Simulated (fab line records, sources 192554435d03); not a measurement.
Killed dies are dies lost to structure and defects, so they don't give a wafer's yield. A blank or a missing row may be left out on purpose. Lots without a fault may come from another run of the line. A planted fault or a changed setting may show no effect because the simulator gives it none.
A struck lot beside a sound one | flow n5_finfet | 37 steps out of a route of 1938
Sound: wafers L488.1, L488.5, L488.6. Struck: wafers L482.2, L482.4, L482.6. The cause comes at the end.
At each step with rows: each side's tool, then ch and its chambers, then its first start. Under that, the readings that differ: sound wafers | struck wafers | difference of the means | sigmas: that difference in standard deviations of wafers without a fault.
alike: readings whose means differ by less than 2 such deviations, and words and numbers that are the same on both sides. not compared: withheld readings, readings that some wafer has no value for, bounds like >300 that may hide the same value, and numbers for which the record gives no deviation and whose values overlap.
The two part at a step that has a row with sigmas, a row that says differs or no value, or rows on one side only. Numbers that don't overlap but have no deviation are shown without sigmas and don't part them. A reading that every wafer of one side lacks parts them only if that side has two wafers or more.

first, 9 steps without rows for these wafers: N5_BEOL_M4_ANNEAL_95 (time 240 s); N5_BEOL_M4_SPUTTER_96 (material Cu, target thk 4.5 nm, time 8.29 s); N5_BEOL_M4_ECD_50 (material Cu, target thk 300 nm); N5_BEOL_M4_ANNEAL_51 (time 90 s); N5_BEOL_M4_CMP_52 (polishes, stops on SiOC, t overpolish 6.8 s, target thk 40 nm); N5_BEOL_M4_PRE_CLEAN_60 (time 15 s); N5_BEOL_M4_CO_CAP_55 (material Co, precursor CCTBA/H2, target thk 2 nm, time 102.1 s); N5_BEOL_M4_PRE_CLEAN_56 (time 15 s); N5_BEOL_M4_DEP_57 (deposits SiCN from 3MS/NH3, target thk 8 nm, time 14 s).
N5_BEOL_M4_RC_MEAS_101:
  sound on prober-02 ch 0, day 12 18:07; struck on prober-02 ch 0, day 11 18:56
  reading        | sound             | struck            | difference | sigmas
  DIBL_N (mV/V)  | 34.8 34.5 34.7    | 37.3 39.0 37.0    | +3.1       | +2
  IOFF_N (nA/um) | 0.133 0.137 0.135 | 0.175 0.220 0.173 | +0.054     | +2
  IOFF_P (nA/um) | 0.17 0.17 0.16    | 0.24 0.30 0.25    | +0.10      | +3
  ION_P (uA/um)  | 451 450 451       | 470 478 471       | +22        | +3
  VT_P (mV)      | -255 -252 -258    | -247 -245 -246    | +9         | +3
  alike: DIBL_P, ION_N, SS_N, SS_P, VT_N
then, 24 steps without rows for these wafers: N5_BEOL_M5_ILD_DEP_00 (deposits SiCOH lowk from DEMS/porogen, target thk 140.64 nm, time 25.9 s); N5_BEOL_M5_CURE_79 (cures SiCOH lowk, time 240 s); N5_BEOL_M5_PECVD_70 (deposits SiO2 from TEOS/O2, target thk 16 nm, time 18 s); N5_BEOL_M5_HM_DEP_02 (deposits TiN, target thk 20 nm); N5_BEOL_M5_COAT_59 (time 60 s, resist thk 60 nm); N5_BEOL_M5_COAT_60 (time 60 s, resist thk 12 nm); N5_BEOL_M5_COAT_71 (time 60 s, resist thk 5 nm); N5_BEOL_M5_COAT_05 (resist thk 30 nm); N5_BEOL_M5_EBR_07; N5_BEOL_M5_SOFTBAKE_06 (time 60 s); N5_BEOL_M5_EXPOSE_08 (exposes mask M5, target cd 28 nm); N5_BEOL_M5_PEB_09 (peb time 60 s); N5_BEOL_M5_DEVELOP_10 (develop time 30 s); N5_BEOL_M5_DESCUM_16 (chemistry O2, time 7 s); N5_BEOL_M5_ETCH_72 (etches underlayer in N2/H2, target depth 6.5 nm, time 5.2 s); N5_BEOL_M5_ETCH_61 (etches SiARC in CF4, target depth 15.6 nm, time 26 s); N5_BEOL_M5_ETCH_62 (etches SOC in N2/H2, target depth 75 nm, overetch 15 nm, time 112.5 s); N5_BEOL_M5_STRIP_63 (strips in N2/H2); N5_BEOL_M5_STRIP_73 (strips in N2/H2); N5_BEOL_M5_STRIP_64 (strips in CF4); N5_BEOL_M5_HM_OPEN_17 (chemistry Cl2/BCl3, target TiN, target depth 20 nm, overetch 6 nm); N5_BEOL_M5_STRIP_19 (strips in O2); N5_BEOL_M5_COAT_65 (time 60 s, resist thk 60 nm); N5_BEOL_M5_COAT_66 (time 60 s, resist thk 12 nm).
-- the record jumps here: 2 days lie between the struck wafers' starts before and after (it left off in module BEOL_M5 and takes up again in module BEOL_M11, whose first step shown is number 1565 of the route) --
N5_BEOL_M11_EXPOSE_25: exposes mask V10.
  sound on arfi_scanner-01 ch 0, day 15 04:25; struck on arfi_scanner-03 ch 0, day 13 23:52
  reading              | sound             | struck            | difference | sigmas
  exposure_dose_mJ_cm2 | 85.50 85.53 85.48 | 95.80 95.87 95.67 | +10.28     | +99 or more
  alike: mask
N5_BEOL_M11_CD_MEAS_28: target cd 70 nm.
  sound on cd_sem-03 ch 0, day 15 04:33; struck on cd_sem-02 ch 0, day 13 23:59
  reading    | sound          | struck         | difference | sigmas
  cd_nm (nm) | 69.7 70.3 71.0 | 78.7 79.2 79.3 | +8.7       | +10
N5_PASSIVATION_PROBE_49:
  the record has rows for the struck wafers here (prober-02, day 15 19:48) and none for the sound ones

WHERE THEY PART
First at N5_BEOL_M4_RC_MEAS_101; last, within this record, at N5_PASSIVATION_PROBE_49.

WHY: what the simulator had put in
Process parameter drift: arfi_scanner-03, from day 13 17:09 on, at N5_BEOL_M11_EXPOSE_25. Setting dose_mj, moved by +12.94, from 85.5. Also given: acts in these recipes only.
